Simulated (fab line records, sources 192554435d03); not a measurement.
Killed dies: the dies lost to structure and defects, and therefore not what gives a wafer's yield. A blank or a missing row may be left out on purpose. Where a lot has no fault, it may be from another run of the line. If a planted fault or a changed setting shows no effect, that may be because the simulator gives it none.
Chamber matching ; flow n5Finfet ; 4 sister chambers for N5_BEOL_M5_ETCH_67 on rieDiel-03
The step etches SiARC in CF4, target depth 15.6 nm, time 26 s. 16 wafers are shown with their chamber, then 8 later ones without.

## WAFERS WITH THEIR CHAMBER
wafer;chamber;drypumpMotorCurrentA (A);showerheadPlenumPTorr (Torr);throttleValvePct (%)
L075.1;0;5.7;2.10;15.04
L075.4;1;6.6;2.20;15.71
L075.5;1;6.6;2.20;15.70
L076.3;1;6.6;2.20;15.70
L076.5;2;6.4;2.26;15.40
L076.6;3;5.8;2.18;15.42
L081.3;0;5.7;2.10;15.07
L081.5;0;5.7;2.10;15.06
L081.6;3;5.7;2.18;15.44
L089.1;0;5.7;2.09;15.08
L089.4;2;6.4;2.26;15.43
L089.6;3;5.7;2.17;15.47
L092.2;1;6.6;2.19;15.76
L092.4;3;5.8;2.17;15.48
L092.5;3;5.8;2.17;15.49
L094.1;2;6.4;2.25;15.48

SIGNATURES (averages over the wafers above)
reading;chamber 0;chamber 1;chamber 2;chamber 3;scatter within a chamber
drypumpMotorCurrentA;5.700;6.600;6.400;5.760;0.0316
showerheadPlenumPTorr;2.0975;2.1975;2.2567;2.1740;0.0053
throttleValvePct;15.0625;15.7175;15.4367;15.4600;0.0289
Rule: distance of a wafer from a chamber = root of the sum over the readings of ((wafer's reading minus chamber's mean) / reading's scatter) squared. The wafer belongs to the nearest chamber; if the next one is less than 2 further off, it can't be placed. The scatter: take each reading less its chamber's mean, square it, sum over the shown wafers, divide by the number of wafers less the number of chambers, and take the root.

## WAFERS WITH NO CHAMBER GIVEN
wafer;drypumpMotorCurrentA (A);showerheadPlenumPTorr (Torr);throttleValvePct (%)
L094.3;5.6;2.09;15.08
L094.4;5.7;2.17;15.49
L095.2;5.7;2.17;15.50
L095.4;6.5;2.19;15.78
L095.5;6.4;2.25;15.49
L097.3;5.7;2.17;15.51
L097.4;6.4;2.25;15.48
L097.6;6.4;2.25;15.48

## WHICH CHAMBER EACH ONE RAN IN
wafer;from the rows above;in truth
L094.3;0;0
L094.4;3;3
L095.2;3;3
L095.4;1;1
L095.5;2;2
L097.3;3;3
L097.4;2;2
L097.6;2;2
8 of 8 placed correctly. Number that these rows cannot place: 0. Wrongly placed: 0.
